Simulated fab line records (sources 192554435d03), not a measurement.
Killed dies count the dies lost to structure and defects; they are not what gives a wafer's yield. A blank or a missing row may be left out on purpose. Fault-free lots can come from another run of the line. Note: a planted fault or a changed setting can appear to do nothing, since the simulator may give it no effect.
Chamber matching :: flow n5Finfet :: N5_BEOL_M4_DESCUM_33 on rieDiel-03: 4 sister chambers
The step chemistry O2, time 7 s. 4 wafers are shown with their chamber, then 10 later ones without.

== WAFERS PAIRED WITH THEIR CHAMBERS ==
wafer: L083.5
chamber: 1
drypumpMotorCurrentA (A): 5.2

wafer: L084.5
chamber: 0
drypumpMotorCurrentA (A): 6.3

wafer: L087.1
chamber: 2
drypumpMotorCurrentA (A): 6.0

wafer: L087.4
chamber: 3
drypumpMotorCurrentA (A): 5.6

== WAFERS WITH NO CHAMBER GIVEN ==
wafer: L087.5
drypumpMotorCurrentA (A): 6.2

wafer: L090.4
drypumpMotorCurrentA (A): 6.0

wafer: L090.5
drypumpMotorCurrentA (A): 6.3

wafer: L090.6
drypumpMotorCurrentA (A): 5.2

wafer: L091.2
drypumpMotorCurrentA (A): 6.0

wafer: L091.3
drypumpMotorCurrentA (A): 6.2

wafer: L091.5
drypumpMotorCurrentA (A): 5.2

wafer: L095.1
drypumpMotorCurrentA (A): 5.2

wafer: L095.3
drypumpMotorCurrentA (A): 6.0

wafer: L095.5
drypumpMotorCurrentA (A): 5.2

== CHAMBER TAKEN BY EACH ==
wafer: L087.5
from the rows above: 0
in truth: 0

wafer: L090.4
from the rows above: 2
in truth: 2

wafer: L090.5
from the rows above: 0
in truth: 0

wafer: L090.6
from the rows above: 1
in truth: 1

wafer: L091.2
from the rows above: 2
in truth: 2

wafer: L091.3
from the rows above: 0
in truth: 0

wafer: L091.5
from the rows above: 1
in truth: 1

wafer: L095.1
from the rows above: 1
in truth: 1

wafer: L095.3
from the rows above: 2
in truth: 2

wafer: L095.5
from the rows above: 1
in truth: 1
Correct placement for 10 of the 10. Not placeable from these rows: 0. 0 placed wrongly.
How it was worked out, from the rows above alone: a wafer's distance from a chamber is the root of the sum, over the readings, of the square of ((its reading less the chamber's mean) divided by the reading's scatter). The wafer belongs to the nearest chamber; if the next one is less than 2 further off, it can't be placed. A chamber's mean is the mean of its shown wafers. The scatter (one wafer shown for each chamber): square how far every hidden wafer sits from the nearest shown wafer, average those squares and take the square root.
